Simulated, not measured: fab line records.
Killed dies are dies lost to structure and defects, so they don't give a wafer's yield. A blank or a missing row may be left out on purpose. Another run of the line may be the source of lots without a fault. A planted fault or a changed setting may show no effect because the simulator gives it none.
Which tool did it?    flow nand harc    6 lots with 18 wafers sampled at 4 steps, on a route of 1159 steps

== WHAT THE GAUGES SHOWED, per wafer ==
NHARC_END_SORT_01.
lot   measured      on         killed at array
L847  day 24 19:25  prober-01  19 22 23
L854  day 26 02:29  prober-02  29 33 26
L858  day 26 02:29  prober-01  23 21 19
L856  day 26 11:07  prober-01  40 48 49

== WHICH TOOL RAN EACH LOT (tool, then ch and the chambers of the sampled wafers, then the start) ==
lot   NHARC_A_CONTACT_ETCH_77             NHARC_A_CONTACT_ETCH_124              NHARC_A_CONTACT_ETCH_126
L838  rie diel-13 ch 2,3, day 16 21:32    har cap etch-03 ch 0,1, day 16 22:13  har cap etch-03 ch 0,1, day 16 22:32
L842  rie diel-07 ch 1,2, day 17 09:19    har cap etch-01 ch 0, day 17 10:02    har cap etch-01 ch 0, day 17 10:23
L847  rie diel-13 ch 1,2, day 19 04:07    har cap etch-02 ch 0,1, day 19 04:43  har cap etch-02 ch 0,1, day 19 05:04
L854  rie diel-13 ch 0,1,2, day 20 21:27  har cap etch-01 ch 0,1, day 20 22:06  har cap etch-01 ch 0,1, day 20 22:32
L858  rie diel-13 ch 1,2,3, day 21 13:19  har cap etch-02 ch 0,1, day 21 13:55  har cap etch-02 ch 0,1, day 21 14:15
L856  rie diel-13 ch 1,2, day 22 01:22    har cap etch-02 ch 0,1, day 22 01:59  har cap etch-02 ch 0,1, day 22 02:20
- NHARC_A_CONTACT_ETCH_77: etches the open film in CF4/CHF3, target depth 72.6 nm, time 36.3 s.
- NHARC_A_CONTACT_ETCH_124: etches the open film in C4F8/O2/Ar, time 140 s, target depth 700 nm.
- NHARC_A_CONTACT_ETCH_126: etches the open film in C4F8/O2/Ar, time 155 s, target depth 956 nm.

== THE ANSWER, worked out from the rows above alone ==
Rule: the usual values come from the lots themselves. Put in order of their means at a reading, lots are off if they are a third of the lots or fewer, leave a main group of 4 or more, and stand apart from it by a gap of 3 or more times the standard deviation of the main group's means; of several such gaps the widest counts. A main group whose means are all the same, to the digits that the tables above print for the reading, isn't used. Also off: a lot with no number at a reading for which 4 or more lots have one. The other lots that the step has rows for count as sound.
No lot is off on any of the readings shown, so nothing can be concluded from this.

== WHAT THE SIMULATOR PUT IN ==
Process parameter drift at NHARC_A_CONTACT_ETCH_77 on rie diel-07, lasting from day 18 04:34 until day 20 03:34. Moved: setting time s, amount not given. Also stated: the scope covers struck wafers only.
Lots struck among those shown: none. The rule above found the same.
